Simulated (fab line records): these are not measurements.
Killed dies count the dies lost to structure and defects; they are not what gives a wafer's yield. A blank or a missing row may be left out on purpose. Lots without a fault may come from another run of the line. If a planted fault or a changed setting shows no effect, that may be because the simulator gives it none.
fab line records | flow n5Finfet | part 1 of 2: steps 1 to 23 of 29
[record] lots = 5 | wafers = 15 | lastDay = 17
route steps=1938 shown BEOL_M8@1395 BEOL_M9@1401
lots untouched by any fault: they come from a run of this same line in which no faults occurred
startH: the number of hours between the record's first day and the start of the first shown wafer of the lot | waitH: how many hours have passed since the lot's step before this one | " identical to the entry in the row above | L1.1+2: several wafers, shown together as one row | - no value, or no start given | * or withheld: withheld | < > ~ a bound
route shown NAME@n: names a module that has steps shown in the file, with the first one's number in the route | usual: mean and standard deviation over wafers with no fault | same: alike in all rows | chamber/n: place in a boat | sites: per-site readings | _std_site: standard deviation across them | _edge_site: mean of outer sites minus mean of inner sites | radiusMm: for every site, how far away it sits from the centre of the wafer | mask NAME#n: copy n | behind: the last tool/chamber to shape the wafer | hold: the reason the lot was held/the length of the hold in hours/how it ended | device: the n, p or np transistor that did not switch | end of line: the tests these same wafers got at the end of their route | where a step has no rows: the recipe by itself | killed: the dies lost at the first sort to structure and to defects; this is not the yield of the wafer | map: a wafer's dies, marking killed ones x, the rest . and places with no die _
set.NAME: the setting that was run; set.NAME@STEP: the one run at that earlier step | model.NAME: the simulator's own value behind a step, which no gauge read
lots at some steps of the route; a table a step, a row a wafer
services: a tool's chamber out of use, with start hour (startH, from the record's first day; less than 0 if before it), hours out, and reason
[[steps]]
[step N5_BEOL_M8_CMP_52]
[recipe] stopOn = SiCOH_lowk | tOverpolishS = 6.9 | downForcePsi = 1 | platenRpm = 50 | clearingPlatenDownForcePsi = 1.5 | clearingPlatenRpm = 50 | postCmpClean = cuAlkaline | targetThkNm = 80 | clearingPlatenPadVelocityMS = 0.99484 | padVelocityMS = 0.99484
[usual] barrierFieldEndpointS = 28.9/0.93 | motorCurrentA = 6.0/0.68 | overpolishRunS = 6.900/0.0087 | slurryFlowMlMin = 150.1/0.46 | timeToEndpointS = 62/4.4
[same] tOverpolishS = 6.9
lot.wafer | tool   | chamber | startH | waitH | barrierFieldEndpointS | motorCurrentA | overpolishRunS | slurryFlowMlMin | timeToEndpointS
L077.1    | cmp-01 | 0       | 219.75 | 0.3   | 26.9                  | 5.2           | 6.899          | 150.1           | 54
L077.4    | "      | 1       | "      | "     | 27.1                  | 7.1           | 6.895          | 150.3           | 56
L077.3    | "      | 3       | "      | "     | 27.5                  | 4.9           | 6.885          | 150.4           | 57
L076.1    | cmp-02 | 1       | 236.40 | 0.3   | 28.2                  | 5.9           | 6.913          | 149.8           | 59
L076.6    | "      | 3       | "      | "     | 29.0                  | 6.3           | 6.888          | 150.1           | 57
L076.5    | "      | 0       | "      | "     | 30.3                  | 5.8           | 6.912          | 149.1           | 63
L079.1    | cmp-01 | 1       | 244.57 | 0.3   | 28.4                  | 7.2           | 6.895          | 150.1           | 57
L079.2    | "      | 0       | "      | "     | 28.3                  | 5.1           | 6.907          | 150.0           | 58
L079.5    | "      | 1       | "      | "     | 28.6                  | 7.3           | 6.898          | 150.1           | 58
L082.1    | cmp-02 | 3       | 270.09 | 0.3   | 29.8                  | 6.4           | 6.912          | 150.5           | 66
L082.2    | "      | 0       | "      | "     | 30.3                  | 6.1           | 6.895          | 149.7           | 70
L082.5    | "      | 2       | "      | "     | 28.5                  | 6.4           | 6.912          | 150.8           | 63
L091.3    | cmp-02 | 1       | 338.57 | 0.2   | 28.0                  | 5.6           | 6.894          | 149.8           | 62
L091.6    | "      | 1       | "      | "     | 28.9                  | 5.7           | 6.886          | 150.2           | 62
L091.5    | "      | 2       | "      | "     | 28.0                  | 6.0           | 6.916          | 150.4           | 59
[step N5_BEOL_M8_THK_MEAS_53]
[recipe] thkMeasGauge = xrf | reads = Cu_of_BEOL_M8_ECD_50
[usual] M8_THK = 80.9/2.1
lot.wafer | tool         | chamber | startH | waitH | M8_THK[nm]
L077.1    | filmMetro-01 | -       | 220.05 | -     | 80.2
L077.3    | "            | -       | "      | "     | 76.4
L077.4    | "            | -       | "      | "     | 77.9
L076.1    | filmMetro-02 | -       | 236.61 | -     | 78.0
L076.5    | "            | -       | "      | "     | 80.4
L076.6    | "            | -       | "      | "     | 83.2
L079.1    | filmMetro-01 | -       | 244.87 | -     | 80.8
L079.2    | "            | -       | "      | "     | 79.8
L079.5    | "            | -       | "      | "     | 81.4
L082.1    | filmMetro-01 | -       | 270.31 | -     | 81.0
L082.2    | "            | -       | "      | "     | 83.1
L082.5    | "            | -       | "      | "     | 80.8
L091.3    | filmMetro-02 | -       | 338.86 | -     | 75.6
L091.5    | "            | -       | "      | "     | 82.1
L091.6    | "            | -       | "      | "     | 81.5
[step N5_BEOL_M8_PRE_CLEAN_55]
[recipe] gas = NH3 | timeS = 15 | tempC = withheld | rfPowerW = 300
lot.wafer | tool     | chamber | startH | waitH | sinceWetCleanH
L077.1    | pecvd-03 | 1       | 220.08 | 0.0   | 1468
L077.3    | "        | 0       | "      | "     | -
L077.4    | "        | 1       | "      | "     | -
L076.1    | pecvd-03 | 0       | 236.65 | 0.0   | 759
L076.5    | "        | 1       | "      | "     | -
L076.6    | "        | 2       | "      | "     | -
L079.1    | pecvd-04 | 0       | 244.90 | 0.0   | 1311
L079.2    | "        | 1       | "      | "     | 2036
L079.5    | "        | 0       | "      | "     | -
L082.1    | pecvd-01 | 1       | 270.34 | 0.0   | 1699
L082.2    | "        | 2       | "      | "     | 220
L082.5    | "        | 2       | "      | "     | -
L091.3    | pecvd-01 | 1       | 338.90 | 0.0   | 1768
L091.5    | "        | 2       | "      | "     | -
L091.6    | "        | 1       | "      | "     | -
[step N5_BEOL_M8_DEP_56]
[recipe] material = SiCN | targetThkA = 100 | tempC = withheld | precursor = 3MS/NH3 | pressureTorr = 3 | rfW = 202 | timeS = 17.5
[usual] chamberPressureTorr = 3.000/0.0075 | showerheadPlenumPTorr = 3.665/0.015 | throttleValvePct = 9.0/0.34
lot.wafer | tool     | chamber | startH | waitH | chamberPressureTorr | showerheadPlenumPTorr | sinceWetCleanH | throttleValvePct
L077.1    | pecvd-03 | 1       | 220.12 | 0.0   | 3.011               | 3.648                 | 1468           | 9.3
L077.3    | "        | 0       | "      | "     | 2.993               | 3.666                 | -              | 9.0
L077.4    | "        | 1       | "      | "     | 2.995               | 3.627                 | -              | 9.4
L076.1    | pecvd-03 | 0       | 236.68 | 0.0   | 3.005               | 3.672                 | 759            | 8.9
L076.5    | "        | 1       | "      | "     | 3.002               | 3.635                 | -              | 9.5
L076.6    | "        | 2       | "      | "     | 2.981               | 3.658                 | -              | 8.7
L079.1    | pecvd-04 | 0       | 244.93 | 0.0   | 3.006               | 3.676                 | 1311           | 8.8
L079.2    | "        | 1       | "      | "     | 2.995               | 3.675                 | 2036           | 9.5
L079.5    | "        | 0       | "      | "     | 2.985               | 3.668                 | -              | 9.0
L082.1    | pecvd-01 | 1       | 270.37 | 0.0   | 2.997               | 3.677                 | 1699           | 8.8
L082.2    | "        | 2       | "      | "     | 2.999               | 3.665                 | 220            | 8.6
L082.5    | "        | 2       | "      | "     | 3.010               | 3.666                 | -              | 8.9
L091.3    | pecvd-01 | 1       | 338.92 | 0.0   | 3.009               | 3.682                 | 1768           | 8.6
L091.5    | "        | 2       | "      | "     | 3.011               | 3.657                 | -              | 8.9
L091.6    | "        | 1       | "      | "     | 3.009               | 3.689                 | -              | 8.8
[step N5_BEOL_M8_RS_MEAS_57]
[recipe] thkMeasGauge = four-point-probe | reads = Cu_of_BEOL_M8_ECD_50+Co_of_BEOL_M8_CVD_78+TaN_of_BEOL_M8_ALD_77
[usual] M8_RS = 0.282/0.0086
lot.wafer | tool         | chamber | startH | waitH | M8_RS[ohm/sq]
L077.1    | filmMetro-01 | -       | 220.21 | 0.1   | 0.282
L077.3    | "            | -       | "      | "     | 0.297
L077.4    | "            | -       | "      | "     | 0.291
L076.1    | filmMetro-02 | -       | 236.74 | 0.1   | 0.293
L076.5    | "            | -       | "      | "     | 0.284
L076.6    | "            | -       | "      | "     | 0.272
L079.1    | filmMetro-02 | -       | 245.00 | 0.1   | 0.281
L079.2    | "            | -       | "      | "     | 0.285
L079.5    | "            | -       | "      | "     | 0.280
L082.1    | filmMetro-02 | -       | 270.44 | 0.1   | 0.281
L082.2    | "            | -       | "      | "     | 0.273
L082.5    | "            | -       | "      | "     | 0.283
L091.3    | filmMetro-02 | -       | 338.99 | 0.1   | 0.304
L091.5    | "            | -       | "      | "     | 0.275
L091.6    | "            | -       | "      | "     | 0.280
[step N5_BEOL_M8_INSPECT_58]
[recipe] inspectInstrument = darkfield | mode = postDep
[usual] rawDefectCount = 71/28
lot.wafer | tool             | chamber | startH | waitH | rawDefectCount
L077.1    | defectInspect-01 | -       | 220.23 | 0.0   | 68
L077.3    | "                | -       | "      | "     | 105
L077.4    | "                | -       | "      | "     | 46
L076.1    | defectInspect-02 | -       | 236.77 | 0.0   | 104
L076.5    | "                | -       | "      | "     | 85
L076.6    | "                | -       | "      | "     | 157
L079.1    | defectInspect-02 | -       | 245.02 | 0.0   | 102
L079.2    | "                | -       | "      | "     | 101
L079.5    | "                | -       | "      | "     | 56
L082.1    | defectInspect-01 | -       | 270.46 | 0.0   | 32
L082.2    | "                | -       | "      | "     | 55
L082.5    | "                | -       | "      | "     | 37
L091.3    | defectInspect-01 | -       | 339.02 | 0.0   | 75
L091.5    | "                | -       | "      | "     | 85
L091.6    | "                | -       | "      | "     | 72
[step N5_BEOL_M9_ILD_DEP_00]
[recipe] material = SiCOH_lowk | targetThkA = 3085.1 | tempC = 300 | precursor = DEMS/porogen | pressureTorr = 5 | rfW = 500 | timeS = 58
[usual] chamberPressureTorr = 5.001/0.011 | heaterPowerW = 320/53 | showerheadPlenumPTorr = 5.743/0.015 | throttleValvePct = 13.8/0.4
lot.wafer | tool     | chamber | startH | waitH | chamberPressureTorr | heaterPowerW | showerheadPlenumPTorr | sinceWetCleanH | throttleValvePct
L077.1    | pecvd-04 | 2       | 220.27 | 0.0   | 5.003               | 336          | 5.764                 | 533            | 13.2
L077.3    | "        | 0       | "      | "     | 5.006               | 349          | 5.748                 | -              | 13.7
L077.4    | "        | 2       | "      | "     | 4.999               | 341          | 5.739                 | -              | 13.3
L076.1    | pecvd-04 | 1       | 236.81 | 0.0   | 5.003               | 253          | 5.758                 | 2028           | 14.8
L076.5    | "        | 0       | "      | "     | 4.978               | 402          | 5.754                 | -              | 13.9
L076.6    | "        | 1       | "      | "     | 4.998               | 260          | 5.737                 | -              | 14.6
L079.1    | pecvd-03 | 1       | 245.06 | 0.0   | 5.003               | 283          | 5.720                 | 1493           | 14.5
L079.2    | "        | 2       | "      | "     | 4.999               | 253          | 5.728                 | 14             | 13.2
L079.5    | "        | 1       | "      | "     | 5.013               | 302          | 5.727                 | -              | 14.3
L082.1    | pecvd-02 | 0       | 270.50 | 0.0   | 4.976               | 352          | 5.750                 | 1156           | 14.0
L082.2    | "        | 1       | "      | "     | 5.000               | 388          | 5.751                 | 1881           | 13.5
L082.5    | "        | 2       | "      | "     | 4.996               | 314          | 5.745                 | -              | 13.8
L091.3    | pecvd-03 | 1       | 339.06 | 0.0   | 4.985               | 347          | 5.712                 | 1587           | 14.1
L091.5    | "        | 0       | "      | "     | 5.009               | 229          | 5.743                 | -              | 14.0
L091.6    | "        | 1       | "      | "     | 5.010               | 271          | 5.720                 | -              | 14.2
[step N5_BEOL_M9_CURE_71]
[recipe] tempC = 385 | timeS = 240 | ambient = He/Ar | material = SiCOH_lowk
[usual] lampPowerPct = 52.32/0.054 | wafer_temp_C_max = 386.8/0.73
lot.wafer | tool      | chamber | startH | waitH | lampPowerPct | wafer_temp_C_max
L077.1    | uvCure-02 | 2       | 220.38 | 0.1   | 52.36        | 386.8
L077.3    | "         | 2       | "      | "     | 52.40        | 387.1
L077.4    | "         | 2       | "      | "     | 52.27        | 387.4
L076.1    | uvCure-03 | 0       | 236.89 | 0.0   | 52.31        | 386.5
L076.5    | "         | 0       | "      | "     | 52.25        | 386.3
L076.6    | "         | 0       | "      | "     | 52.35        | 386.7
L079.1    | uvCure-03 | 2       | 245.17 | 0.1   | 52.30        | 387.5
L079.2    | "         | 2       | "      | "     | 52.26        | 388.2
L079.5    | "         | 2       | "      | "     | 52.39        | 387.5
L082.1    | uvCure-02 | 1       | 270.58 | 0.0   | 52.32        | 385.8
L082.2    | "         | 1       | "      | "     | 52.28        | 386.1
L082.5    | "         | 1       | "      | "     | 52.35        | 386.0
L091.3    | uvCure-02 | 2       | 339.29 | 0.2   | 52.31        | 386.7
L091.5    | "         | 2       | "      | "     | 52.31        | 387.0
L091.6    | "         | 2       | "      | "     | 52.18        | 387.1
[step N5_BEOL_M9_THK_MEAS_01]
[recipe] reads = SiCOH_lowk_of_BEOL_M9_ILD_DEP_00
[usual] M9_ILD_THK = 266/3.9
lot.wafer | tool         | chamber | startH | waitH | M9_ILD_THK[nm]
L077.1    | filmMetro-02 | -       | 220.89 | 0.4   | 263
L077.3    | "            | -       | "      | "     | 267
L077.4    | "            | -       | "      | "     | 264
L076.1    | filmMetro-02 | -       | 237.40 | 0.4   | 269
L076.5    | "            | -       | "      | "     | 269
L076.6    | "            | -       | "      | "     | 275
L079.1    | filmMetro-02 | -       | 245.68 | 0.4   | 262
L079.2    | "            | -       | "      | "     | 267
L079.5    | "            | -       | "      | "     | 268
L082.1    | filmMetro-01 | -       | 271.09 | 0.4   | 259
L082.2    | "            | -       | "      | "     | 263
L082.5    | "            | -       | "      | "     | 266
L091.3    | filmMetro-01 | -       | 339.65 | 0.3   | 268
L091.5    | "            | -       | "      | "     | 268
L091.6    | "            | -       | "      | "     | 267
[step N5_BEOL_M9_PECVD_70]
[recipe] material = SiO2 | targetThkA = 200 | tempC = 400 | precursor = TEOS/O2 | pressureTorr = 5.5 | rfW = 450 | teosFlowSccm = 53.8 | gas = O2 | flowSccm = 3000 | timeS = 22.7
[usual] chamberPressureTorr = 5.501/0.012 | heaterPowerW = 750/100 | showerheadPlenumPTorr = 8.80/0.056 | throttleValvePct = 22.3/0.61
lot.wafer | tool     | chamber | startH | waitH | chamberPressureTorr | heaterPowerW | showerheadPlenumPTorr | sinceWetCleanH | throttleValvePct
L077.1    | pecvd-02 | 2       | 220.93 | 0.0   | 5.496               | 648          | 8.79                  | 352            | 21.7
L077.3    | "        | 0       | "      | "     | 5.515               | 797          | 8.77                  | 1106           | 22.2
L077.4    | "        | 1       | "      | "     | 5.511               | 919          | 8.86                  | -              | 22.0
L076.1    | pecvd-02 | 0       | 237.44 | 0.0   | 5.488               | 823          | 8.79                  | 1123           | 22.5
L076.5    | "        | 2       | "      | "     | 5.514               | 646          | 8.81                  | -              | 21.9
L076.6    | "        | 0       | "      | "     | 5.503               | 799          | 8.78                  | -              | 22.5
L079.1    | pecvd-04 | 2       | 245.72 | 0.0   | 5.500               | 745          | 8.86                  | 558            | 22.1
L079.2    | "        | 1       | "      | "     | 5.478               | 643          | 8.83                  | 2037           | 23.6
L079.5    | "        | 1       | "      | "     | 5.504               | 620          | 8.83                  | -              | 23.6
L082.1    | pecvd-02 | 1       | 271.13 | 0.0   | 5.492               | 957          | 8.86                  | 1881           | 22.1
L082.2    | "        | 2       | "      | "     | 5.508               | 717          | 8.80                  | 402            | 22.1
L082.5    | "        | 0       | "      | "     | 5.520               | 765          | 8.77                  | -              | 22.5
L091.3    | pecvd-04 | 0       | 339.68 | 0.0   | 5.499               | 841          | 8.82                  | 1406           | 22.1
L091.5    | "        | 1       | "      | "     | 5.478               | 669          | 8.82                  | -              | 23.7
L091.6    | "        | 2       | "      | "     | 5.493               | 817          | 8.88                  | -              | 22.2
[step N5_BEOL_M9_HM_DEP_02]
[recipe] material = TiN | targetThkA = 200 | tempC = 25 | chamberPressurePa = 0.49996
[usual] throttleValvePct = 30.3/0.97
lot.wafer | tool          | chamber | startH | waitH | throttleValvePct
L077.1    | pvdSputter-03 | -       | 224.18 | 3.2   | 29.7
L077.3    | "             | -       | "      | "     | 29.1
L077.4    | "             | -       | "      | "     | 31.6
L076.1    | pvdSputter-03 | -       | 238.58 | 1.1   | 29.5
L076.5    | "             | -       | "      | "     | 31.6
L076.6    | "             | -       | "      | "     | 30.5
L079.1    | pvdSputter-03 | -       | 245.78 | 0.0   | 30.7
L079.2    | "             | -       | "      | "     | 29.6
L079.5    | "             | -       | "      | "     | 31.3
L082.1    | pvdSputter-02 | -       | 271.86 | 0.7   | 30.2
L082.2    | "             | -       | "      | "     | 30.1
L082.5    | "             | -       | "      | "     | 29.8
L091.3    | pvdSputter-02 | -       | 340.50 | 0.8   | 30.1
L091.5    | "             | -       | "      | "     | 30.0
L091.6    | "             | -       | "      | "     | 29.4
[step N5_BEOL_M9_COAT_59]
[recipe] resist = SOC | tempC = 250 | timeS = 60 | spinRpm = 1500 | resistThkNm = 100
[usual] dispensePressureKPa = 48.2/2.3
lot.wafer | tool          | chamber | startH | waitH | dispensePressureKPa
L077.1    | lithoTrack-05 | 0       | 224.30 | 0.1   | 49.9
L077.3    | "             | 0       | "      | "     | 49.9
L077.4    | "             | 0       | "      | "     | 49.9
L076.1    | lithoTrack-04 | 0       | 238.70 | 0.1   | 44.9
L076.5    | "             | 0       | "      | "     | 44.9
L076.6    | "             | 0       | "      | "     | 44.9
L079.1    | lithoTrack-04 | 0       | 245.90 | 0.1   | 44.9
L079.2    | "             | 0       | "      | "     | 44.9
L079.5    | "             | 0       | "      | "     | 44.9
L082.1    | lithoTrack-05 | 0       | 271.99 | 0.1   | 49.9
L082.2    | "             | 0       | "      | "     | 49.9
L082.5    | "             | 0       | "      | "     | 49.9
L091.3    | lithoTrack-05 | 0       | 340.63 | 0.1   | 49.8
L091.5    | "             | 0       | "      | "     | 49.8
L091.6    | "             | 0       | "      | "     | 49.8
[step N5_BEOL_M9_COAT_60]
[recipe] resist = SiARC | tempC = 220 | timeS = 60 | spinRpm = 1500 | resistThkNm = 30
[usual] dispensePressureKPa = 48.2/2.3
lot.wafer | tool          | chamber | startH | waitH | dispensePressureKPa
L077.1    | lithoTrack-05 | 0       | -      | -     | 49.9
L077.3    | "             | 0       | "      | "     | 50.0
L077.4    | "             | 0       | "      | "     | 50.0
L076.1    | lithoTrack-04 | 0       | -      | -     | 44.9
L076.5    | "             | 0       | "      | "     | 44.9
L076.6    | "             | 0       | "      | "     | 44.9
L079.1    | lithoTrack-04 | 0       | -      | -     | 44.9
L079.2    | "             | 0       | "      | "     | 44.9
L079.5    | "             | 0       | "      | "     | 45.0
L082.1    | lithoTrack-05 | 0       | -      | -     | 50.0
L082.2    | "             | 0       | "      | "     | 49.9
L082.5    | "             | 0       | "      | "     | 49.9
L091.3    | lithoTrack-05 | 0       | -      | -     | 50.0
L091.5    | "             | 0       | "      | "     | 50.0
L091.6    | "             | 0       | "      | "     | 49.9
[step N5_BEOL_M9_COAT_05]
[recipe] resist = CAR-ArF | spinRpm = 1500 | resistThkNm = 90
[usual] dispensePressureKPa = 48.2/2.3
lot.wafer | tool          | chamber | startH | waitH | dispensePressureKPa
L077.1    | lithoTrack-05 | 0       | -      | -     | 49.9
L077.3    | "             | 0       | "      | "     | 49.9
L077.4    | "             | 0       | "      | "     | 49.9
L076.1    | lithoTrack-04 | 0       | -      | -     | 44.9
L076.5    | "             | 0       | "      | "     | 44.9
L076.6    | "             | 0       | "      | "     | 44.9
L079.1    | lithoTrack-04 | 0       | -      | -     | 44.9
L079.2    | "             | 0       | "      | "     | 45.0
L079.5    | "             | 0       | "      | "     | 44.9
L082.1    | lithoTrack-05 | 0       | -      | -     | 49.9
L082.2    | "             | 0       | "      | "     | 49.8
L082.5    | "             | 0       | "      | "     | 49.8
L091.3    | lithoTrack-05 | 0       | -      | -     | 49.9
L091.5    | "             | 0       | "      | "     | 49.8
L091.6    | "             | 0       | "      | "     | 49.8
[step N5_BEOL_M9_EBR_07]
[recipe] solvent = PGMEA | ebrWidthMm = 1.5
lot.wafer  | tool          | chamber | startH | waitH
L077.1+3+4 | lithoTrack-05 | 0       | -      | -
L076.1+5+6 | lithoTrack-04 | 0       | -      | -
L079.1+2+5 | lithoTrack-04 | 0       | -      | -
L082.1+2+5 | lithoTrack-05 | 0       | -      | -
L091.3+5+6 | lithoTrack-05 | 0       | -      | -
[step N5_BEOL_M9_SOFTBAKE_06]
[recipe] tempC = 110 | timeS = 60 | resist = CAR-ArF
lot.wafer  | tool          | chamber | startH | waitH
L077.1+3+4 | lithoTrack-05 | 0       | -      | -
L076.1+5+6 | lithoTrack-04 | 0       | -      | -
L079.1+2+5 | lithoTrack-04 | 0       | -      | -
L082.1+2+5 | lithoTrack-05 | 0       | -      | -
L091.3+5+6 | lithoTrack-05 | 0       | -      | -
[step N5_BEOL_M9_EXPOSE_08]
[recipe] maskId = M9 | na = 1.35 | sourceShape = dipole | sigmaInner = 0.411 | sigmaOuter = 0.611 | polarization = te | doseMj = 53.75
[same] dipoleOpeningDeg = 40 | sigmaOuter = 0.611
lot.wafer  | tool           | chamber | startH | waitH | mask
L077.1+3+4 | arfiScanner-02 | 0       | 224.42 | -     | M9#0
L076.1+5+6 | arfiScanner-02 | 0       | 238.82 | -     | M9#0
L079.1+2+5 | arfiScanner-01 | 0       | 246.15 | -     | M9#0
L082.1+2+5 | arfiScanner-02 | 0       | 272.11 | -     | M9#0
L091.3+5+6 | arfiScanner-03 | 0       | 340.88 | -     | M9#0
[step N5_BEOL_M9_PEB_09]
[recipe] pebTempC = withheld | pebTimeS = 60 | resist = CAR-ArF
lot.wafer  | tool          | chamber | startH | waitH
L077.1+3+4 | lithoTrack-02 | 0       | 224.48 | 0.1
L076.1+5+6 | lithoTrack-05 | 0       | 238.88 | 0.1
L079.1+2+5 | lithoTrack-04 | 0       | 246.20 | 0.1
L082.1+2+5 | lithoTrack-02 | 0       | 272.16 | 0.1
L091.3+5+6 | lithoTrack-02 | 0       | 340.93 | 0.0
[step N5_BEOL_M9_DEVELOP_10]
[recipe] developTimeS = 30 | developer = TMAH | resist = CAR-ArF | rinseLiquid = diw | dry = airSpin | devTempC = 23
lot.wafer  | tool          | chamber | startH | waitH
L077.1+3+4 | lithoTrack-02 | 0       | -      | -
L076.1+5+6 | lithoTrack-05 | 0       | -      | -
L079.1+2+5 | lithoTrack-04 | 0       | -      | -
L082.1+2+5 | lithoTrack-02 | 0       | -      | -
L091.3+5+6 | lithoTrack-02 | 0       | -      | -
[step N5_BEOL_M9_CD_MEAS_11]
[recipe] targetCdNm = 64.1 | landingEnergyEv = 500 | detector = seInlens | polarity = opening
[usual] cdNm = 63.4/0.6
lot.wafer | tool     | chamber | startH | waitH | cdNm
L077.1    | cdSem-02 | 0       | 224.55 | -     | 63.1
L077.3    | "        | 0       | "      | "     | 63.6
L077.4    | "        | 0       | "      | "     | 62.8
L076.1    | cdSem-01 | 0       | 238.95 | -     | 63.8
L076.5    | "        | 0       | "      | "     | 62.9
L076.6    | "        | 0       | "      | "     | 63.8
L079.1    | cdSem-01 | 0       | 246.27 | -     | 64.8
L079.2    | "        | 0       | "      | "     | 63.7
L079.5    | "        | 0       | "      | "     | 64.3
L082.1    | cdSem-01 | 0       | 272.23 | -     | 63.4
L082.2    | "        | 0       | "      | "     | 62.9
L082.5    | "        | 0       | "      | "     | 62.4
L091.3    | cdSem-03 | 0       | 341.00 | -     | 62.9
L091.5    | "        | 0       | "      | "     | 63.0
L091.6    | "        | 0       | "      | "     | 62.3
[step N5_BEOL_M9_OVL_MEAS_12]
[recipe] pointsPerWafer = 44
[usual] M9_OVL = 0.4/0.72
lot.wafer | tool       | chamber | startH | waitH | M9_OVL[nm]
L077.1    | overlay-02 | 0       | 224.58 | 0.0   | 0.1
L077.3    | "          | 0       | "      | "     | 1.0
L077.4    | "          | 0       | "      | "     | 1.8
L076.1    | overlay-02 | 0       | 238.98 | 0.0   | -0.6
L076.5    | "          | 0       | "      | "     | 0.2
L076.6    | "          | 0       | "      | "     | 0.8
L079.1    | overlay-01 | 0       | 246.30 | 0.0   | -0.5
L079.2    | "          | 0       | "      | "     | 0.9
L079.5    | "          | 0       | "      | "     | 1.2
L082.1    | overlay-02 | 0       | 272.26 | 0.0   | 0.9
L082.2    | "          | 0       | "      | "     | 0.7
L082.5    | "          | 0       | "      | "     | 1.4
L091.3    | overlay-02 | 0       | 341.02 | 0.0   | 2.3
L091.5    | "          | 0       | "      | "     | 1.4
L091.6    | "          | 0       | "      | "     | 1.7
[step N5_BEOL_M9_INSPECT_13]
[recipe] mode = adi | inspectInstrument = brightfield
[usual] rawDefectCount = 408/110
lot.wafer | tool             | chamber | startH | waitH | rawDefectCount
L077.1    | defectInspect-01 | -       | 224.60 | 0.0   | 385
L077.3    | "                | -       | "      | "     | 513
L077.4    | "                | -       | "      | "     | 329
L076.1    | defectInspect-01 | -       | 239.00 | 0.0   | 431
L076.5    | "                | -       | "      | "     | 389
L076.6    | "                | -       | "      | "     | 676
L079.1    | defectInspect-01 | -       | 246.33 | 0.0   | 620
L079.2    | "                | -       | "      | "     | 535
L079.5    | "                | -       | "      | "     | 500
L082.1    | defectInspect-01 | -       | 272.29 | 0.0   | 316
L082.2    | "                | -       | "      | "     | 333
L082.5    | "                | -       | "      | "     | 347
L091.3    | defectInspect-02 | -       | 341.05 | 0.0   | 378
L091.5    | "                | -       | "      | "     | 446
L091.6    | "                | -       | "      | "     | 528
[step N5_BEOL_M9_DESCUM_16]
[recipe] chemistry = O2 | timeS = 7.9 | sourcePowerW = 50 | biasPowerW = 20 | pressureMtorr = 20 | rfFrequencyHz = 2.712e+07 | tempC = 40 | resist = CAR-ArF | o2FlowSccm = 225
[usual] drypumpMotorCurrentA = 6.0/0.43 | o2FlowSccm = 225.0/0.69 | oesProductAu = 0.80/0.091 | rfVppV = 243.1/1.4 | showerheadPlenumPTorr = 2.08/0.062 | throttleValvePct = 20.39/0.24
lot.wafer | tool       | chamber | startH | waitH | drypumpMotorCurrentA | o2FlowSccm | oesProductAu | rfHoursCounterH | rfVppV | showerheadPlenumPTorr | throttleValvePct
L077.1    | rieDiel-03 | 3       | 224.64 | 0.0   | 6.5                  | 225.7      | 0.69         | 217             | 245.8  | 2.16                  | 20.50
L077.3    | "          | 2       | "      | "     | 6.6                  | 225.4      | 0.70         | 231             | 241.8  | 2.09                  | 20.56
L077.4    | "          | 1       | "      | "     | 5.8                  | 225.0      | 0.94         | 19              | 243.2  | 2.04                  | 20.17
L076.1    | rieDiel-03 | 1       | 239.04 | 0.0   | 5.8                  | 225.4      | 0.93         | 24              | 240.9  | 2.04                  | 20.16
L076.5    | "          | 1       | "      | "     | 5.8                  | 225.0      | 0.92         | -               | 244.4  | 2.04                  | 20.17
L076.6    | "          | 2       | "      | "     | 6.6                  | 223.9      | 0.71         | -               | 243.2  | 2.09                  | 20.57
L079.1    | rieDiel-03 | 0       | 246.36 | 0.0   | 5.2                  | 225.2      | 0.77         | 129             | 243.4  | 2.12                  | 20.46
L079.2    | "          | 1       | "      | "     | 5.8                  | 225.2      | 0.92         | 26              | 243.4  | 2.04                  | 20.17
L079.5    | "          | 0       | "      | "     | 5.2                  | 224.3      | 0.77         | -               | 242.4  | 2.12                  | 20.47
L082.1    | rieDiel-01 | 1       | 272.32 | 0.0   | 6.0                  | 224.8      | 0.87         | 53              | 242.3  | 2.05                  | 20.61
L082.2    | "          | 0       | "      | "     | 6.2                  | 224.8      | 0.89         | 33              | 243.4  | 2.09                  | 19.91
L082.5    | "          | 1       | "      | "     | 6.1                  | 224.9      | 0.87         | -               | 242.5  | 2.05                  | 20.62
L091.3    | rieDiel-02 | 0       | 341.08 | 0.0   | 6.6                  | 225.8      | 0.83         | 100             | 242.4  | 2.13                  | 20.21
L091.5    | "          | 2       | "      | "     | 5.7                  | 226.6      | 0.91         | -               | 245.9  | 2.20                  | 20.41
L091.6    | "          | 3       | "      | "     | 5.8                  | 224.5      | 0.71         | -               | 241.9  | 1.97                  | 20.16
